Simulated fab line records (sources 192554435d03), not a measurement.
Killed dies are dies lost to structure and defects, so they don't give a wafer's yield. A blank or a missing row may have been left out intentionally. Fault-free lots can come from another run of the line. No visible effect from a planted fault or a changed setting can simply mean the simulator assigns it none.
Chamber matching	flow n5_finfet	4 sister chambers for N5_DUMMY_GATE_STRIP_40 on rie_diel-04
The step strips in CF4. 14 wafers are shown with their chamber, then 7 later ones without.

WAFERS, EACH WITH ITS CHAMBER
wafer	chamber	throttle_valve_pct (%)	oes_product_au (a.u.)	showerhead_plenum_p_Torr (Torr)
L084.1	2	13.95	0.70	1.71
L084.4	1	13.56	0.72	1.78
L084.6	1	13.57	0.72	1.78
L086.2	3	13.42	0.90	1.76
L086.3	2	13.94	0.69	1.71
L086.4	1	13.56	0.72	1.77
L087.1	3	13.43	0.89	1.76
L087.3	1	13.56	0.72	1.77
L087.5	1	13.56	0.72	1.77
L089.1	3	13.42	0.89	1.76
L089.5	2	13.97	0.69	1.71
L089.6	1	13.58	0.72	1.77
L092.1	2	13.99	0.68	1.71
L092.2	0	13.87	0.72	1.78

SIGNATURES (averages over the wafers above)
reading	chamber 0	chamber 1	chamber 2	chamber 3	scatter within a chamber
throttle_valve_pct	13.8700	13.5650	13.9625	13.4233	0.0138
oes_product_au	0.7200	0.7200	0.6900	0.8933	0.00516
showerhead_plenum_p_Torr	1.7800	1.7733	1.7100	1.7600	0.00365
Rule: for each reading, subtract the chamber's mean from the wafer's reading, divide by that reading's scatter and square the result; add these up over the readings and take the root, which gives the wafer's distance from the chamber. The wafer belongs to the nearest chamber; if the next one is less than 2 further off, it can't be placed. The scatter: take each reading less its chamber's mean, square it, sum over the shown wafers, divide by the number of wafers less the number of chambers, and take the root.

WAFERS MISSING THEIR CHAMBER
wafer	throttle_valve_pct (%)	oes_product_au (a.u.)	showerhead_plenum_p_Torr (Torr)
L092.3	13.43	0.88	1.76
L094.3	13.43	0.87	1.76
L094.4	13.98	0.68	1.71
L094.6	13.86	0.72	1.78
L097.2	13.97	0.68	1.70
L097.3	13.44	0.86	1.76
L097.5	13.86	0.71	1.78

WHICH CHAMBER EACH WENT THROUGH
wafer	from the rows above	in truth
L092.3	3	3
L094.3	3	3
L094.4	2	2
L094.6	0	0
L097.2	2	2
L097.3	3	3
L097.5	0	0
Correct placement for 7 of the 7. Not placeable from these rows: 0. Number placed wrongly: 0.
